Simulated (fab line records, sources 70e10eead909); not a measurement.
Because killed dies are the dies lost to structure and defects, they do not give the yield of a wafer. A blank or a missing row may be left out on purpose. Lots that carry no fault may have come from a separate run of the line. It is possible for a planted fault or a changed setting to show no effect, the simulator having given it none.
The tool behind it: which one? -- flow nandHarc -- 18 wafers from 6 lots sampled at 5 of the route's 1302 steps

WHAT THE GAUGES SHOWED, per wafer
NHARC_A_M1_THK_MEAS_24: measures by xrf.
lot,measured,on,thkNm (nm)
L808,day 23 19:17,filmMetro-01,154.5 153.4 150.6
L812,day 24 12:07,filmMetro-02,155.5 157.2 153.0
L815,day 26 05:23,filmMetro-01,155.4 154.2 153.7
L817,day 27 15:03,filmMetro-01,154.7 152.5 153.4
L827,day 31 02:07,filmMetro-02,154.1 152.4 154.1
L829,day 32 10:35,filmMetro-02,153.7 154.7 153.5

WHICH TOOL RAN EACH LOT (tool, then ch and the chambers of the sampled wafers, then the start)
lot,NHARC_A_M1_DEGAS_29,NHARC_A_M1_PRE_CLEAN_30,NHARC_A_M1_ECD_22,NHARC_A_M1_CMP_23
L808,"pvdSputter-02, day 23 17:52","pvdSputter-02, day 23 18:13 or earlier","ecdCu-01 ch 1, day 23 18:13","cmp-03 ch 1,2,3, day 23 19:01"
L812,"pvdSputter-03, day 24 10:43","pvdSputter-03, day 24 11:08 or earlier","ecdCu-02 ch 1, day 24 11:08","cmp-03 ch 1,2,3, day 24 11:50"
L815,"pvdSputter-01, day 26 03:59","pvdSputter-01, day 26 04:24 or earlier","ecdCu-01 ch 0,1, day 26 04:24","cmp-01 ch 0,1,2, day 26 05:05"
L817,"pvdSputter-02, day 27 13:40","pvdSputter-02, day 27 14:01 or earlier","ecdCu-02 ch 0,1, day 27 14:01","cmp-04 ch 2,3, day 27 14:44"
L827,"pvdSputter-01, day 31 00:41","pvdSputter-01, day 31 01:04 or earlier","ecdCu-02 ch 1, day 31 01:04","cmp-01 ch 0,3, day 31 01:50"
L829,"pvdSputter-02, day 32 09:11","pvdSputter-02, day 32 09:33 or earlier","ecdCu-01 ch 1, day 32 09:33","cmp-01 ch 0,2,3, day 32 10:19"
- NHARC_A_M1_DEGAS_29: time 60 s.
- NHARC_A_M1_PRE_CLEAN_30: time 30 s.
- NHARC_A_M1_ECD_22: material Cu, target thk 400 nm.
- NHARC_A_M1_CMP_23: polishes, t overpolish 20 s, target thk 154.34 nm.

THE ANSWER, worked out from the rows above alone
Rule: the lots themselves supply what counts as usual. Put in order of their means at a reading, lots are off if they are a third of the lots or fewer, leave a main group of 4 or more, and stand apart from it by a gap of 3 or more times the standard deviation of the main group's means; of several such gaps the widest counts. The tables above print the reading to a certain number of digits; a main group whose means all agree to those digits is not used. Also off: a lot with no number at a reading for which 4 or more lots have one. The other lots that the step has rows for count as sound.
Nothing can be told from this: no lot is off at any reading shown.

WHAT WAS PUT IN BY THE SIMULATOR
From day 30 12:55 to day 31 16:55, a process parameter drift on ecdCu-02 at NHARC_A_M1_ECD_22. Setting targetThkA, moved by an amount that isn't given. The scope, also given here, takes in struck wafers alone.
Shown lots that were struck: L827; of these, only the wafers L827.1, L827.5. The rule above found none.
